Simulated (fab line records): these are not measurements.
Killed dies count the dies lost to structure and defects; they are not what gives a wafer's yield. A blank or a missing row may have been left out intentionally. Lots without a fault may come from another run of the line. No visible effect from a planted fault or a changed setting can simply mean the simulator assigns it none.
Chamber matching -- flow n5_finfet -- N5_BEOL_M0_SAQP_PECVD_04 on pecvd-03: 3 sister chambers
The step deposits a-Si from SiH4/He, target thk 60 nm, time 60.2 s. 20 wafers are shown with their chamber, then 10 later ones without.

## WAFERS, EACH WITH ITS CHAMBER
wafer,chamber,throttle_valve_pct (%),showerhead_plenum_p_Torr (Torr),heater_power_w (W)
L075.1,1,19.7,5.63,629
L075.2,0,19.5,5.61,624
L075.3,2,17.4,5.59,565
L077.1,1,19.9,5.64,565
L077.2,2,17.4,5.59,572
L077.3,0,19.4,5.61,653
L077.4,1,19.6,5.63,590
L077.5,0,19.7,5.58,661
L077.6,2,17.5,5.60,575
L078.4,0,19.7,5.60,580
L078.5,1,19.7,5.63,592
L078.6,2,17.2,5.60,522
L079.2,2,17.1,5.60,585
L079.3,1,20.1,5.63,627
L079.6,2,17.2,5.59,598
L083.3,2,17.4,5.61,511
L083.4,2,17.6,5.61,512
L083.5,1,19.6,5.63,638
L091.1,0,19.9,5.62,601
L091.4,0,19.8,5.62,622

SIGNATURES (means of the wafers above)
reading,chamber 0,chamber 1,chamber 2,scatter within a chamber
throttle_valve_pct,19.667,19.767,17.350,0.183
showerhead_plenum_p_Torr,5.6067,5.6317,5.5987,0.01
heater_power_w,623.50,606.83,555.00,31.8
Rule: for a wafer and a chamber, the distance is found by dividing, reading by reading, the gap between the wafer's reading and the chamber's mean by the reading's scatter, squaring, summing and taking the root. If the next closest chamber is less than 2 further off than the closest, the wafer can't be placed; otherwise it belongs to the closest. The scatter: take each reading less its chamber's mean, square it, sum over the shown wafers, divide by the number of wafers less the number of chambers, and take the root.

## WAFERS WITHOUT THEIR CHAMBER
wafer,throttle_valve_pct (%),showerhead_plenum_p_Torr (Torr),heater_power_w (W)
L091.5,19.8,5.63,598
L093.3,19.8,5.60,654
L093.5,19.9,5.63,569
L093.6,19.7,5.60,654
L096.1,19.9,5.64,555
L096.2,20.0,5.62,612
L096.4,19.6,5.64,579
L097.2,15.7,5.57,560
L097.4,15.6,5.59,576
L097.5,20.2,5.61,645

## THE CHAMBER EACH PASSED THROUGH
wafer,from the rows above,in truth
L091.5,1,1
L093.3,0,0
L093.5,can't be placed: 1 or 0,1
L093.6,0,0
L096.1,1,1
L096.2,can't be placed: 1 or 0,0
L096.4,1,1
L097.2,2,2
L097.4,2,2
L097.5,can't be placed: 0 or 1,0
Placed correctly: 7 of 10. Can't be placed from these rows: 3 (the true chamber is among the candidates in 3). Number placed wrongly: 0.
